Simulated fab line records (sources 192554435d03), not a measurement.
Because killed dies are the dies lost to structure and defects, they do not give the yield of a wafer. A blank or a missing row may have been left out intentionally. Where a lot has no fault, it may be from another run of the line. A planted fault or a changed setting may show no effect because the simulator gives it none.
Split-lot experiment | flow n5-finfet | 7 lots, 21 wafers read, on a route of 1938 steps

## SPLIT DETAILS
At N5_BEOL_M6_TRENCH_ETCH_37 (etches SiCOH lowk in C4F6/O2, target depth 94.435 nm, time 31.5 s), the setting bias-w was moved away from the recipe's 185 W on 3 of the 21 wafers read, by -15.1% to -7.5%. All remaining wafers had this setting at the recipe value.

The split's own step is where the reading is taken.

## THE READING
rf-vpp-V, in V, at N5_BEOL_M6_TRENCH_ETCH_37 (etches SiCOH lowk in C4F6/O2, target depth 94.435 nm, time 31.5 s). Typical for fault-free wafers on this fab line: 672 V, with standard deviation 12 V.

wafer  | tool, chamber at the split | bias-w as run, W | against the recipe | rf-vpp-V, V | against lot-mates on the recipe
L075.2 | rie-diel-05, 1             | 185              | recipe             | 679         | -
L075.3 | rie-diel-05, 0             | 185              | recipe             | 679         | -
L075.5 | rie-diel-05, 3             | 185              | recipe             | 676         | -
L085.1 | rie-diel-06, 3             | 159.7            | -13.7%             | 595         | -62
L085.4 | rie-diel-06, 0             | 185              | recipe             | 646         | -
L085.6 | rie-diel-06, 3             | 185              | recipe             | 669         | -
L084.3 | rie-diel-06, 1             | 185              | recipe             | 687         | -
L084.5 | rie-diel-06, 1             | 157.1            | -15.1%             | 602         | -80
L084.6 | rie-diel-06, 2             | 185              | recipe             | 678         | -
L090.3 | rie-diel-06, 0             | 185              | recipe             | 655         | -
L090.4 | rie-diel-06, 3             | 185              | recipe             | 667         | -
L090.5 | rie-diel-06, 1             | 185              | recipe             | 688         | -
L093.3 | rie-diel-02, 1             | 185              | recipe             | 653         | -
L093.4 | rie-diel-02, 2             | 171.1            | -7.5%              | 632         | -39
L093.5 | rie-diel-02, 0             | 185              | recipe             | 689         | -
L096.2 | rie-diel-05, 2             | 185              | recipe             | 663         | -
L096.3 | rie-diel-05, 3             | 185              | recipe             | 675         | -
L096.5 | rie-diel-05, 3             | 185              | recipe             | 675         | -
L092.1 | rie-diel-06, 1             | 185              | recipe             | 687         | -
L092.3 | rie-diel-06, 2             | 185              | recipe             | 679         | -
L092.4 | rie-diel-06, 0             | 185              | recipe             | 657         | -

FIT RESULTS
A straight line over all 21 wafers: rf-vpp-V changes by +5.14 V for each +1% of bias-w; r = +0.89; the points scatter about the line by 13 V.
The same after taking each lot's own level away (the mean of its wafers on the recipe; 21 wafers): +5.01 V for each +1%; r = +0.91; scatter 11 V.
That fit puts the effect of the largest move of bias-w on the reading at 76 V.
Measured against the standard deviation above, the lots' own levels, which go from 657.5 to 682.5 V, span 2.1 times it.
So the lot-to-lot level changes the slope little: the two slopes agree.
Check: with one of the wafers moved furthest among these (-15.1%) left out of the fit, the line predicts -71.1 V for it against its lot-mates. It came out at -80.5 V against them.
Tool readings at the split's step, against how far the setting was moved: rf-vpp-V r = +0.89.

## OTHER SPLITS ON THESE WAFERS
Before the reading, these wafers also passed through other splits. Each is held against what the fit with the lots' levels taken away leaves over:
other split on the same wafers              | wafers away from the commonest value | r with rf-vpp-V (lot level and that fit taken away)
N5_BEOL_M0_SAQP_SPACER2_ALD_26 target-thk-a | 4                                    | +0.04
N5_BEOL_M0_SAQP_COAT_69 spin-rpm            | 7                                    | +0.33
N5_BEOL_M1_PECVD_72 time-s                  | 6                                    | -0.25
N5_BEOL_M2_ALD_98 ald-cycles                | 8                                    | -0.01
N5_BEOL_M2_TRENCH_ETCH_37 source-w          | 11                                   | +0.13
N5_BEOL_M3_COAT_22 spin-rpm                 | 8                                    | +0.11
N5_BEOL_M5_TRENCH_ETCH_37 source-w          | 7                                    | -0.11
N5_BEOL_M6_DESCUM_33 time-s                 | 8                                    | -0.23

## FILE'S OWN FIT
rf-vpp-V changes by +5.01 V for each +1% of bias-w, r = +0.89.
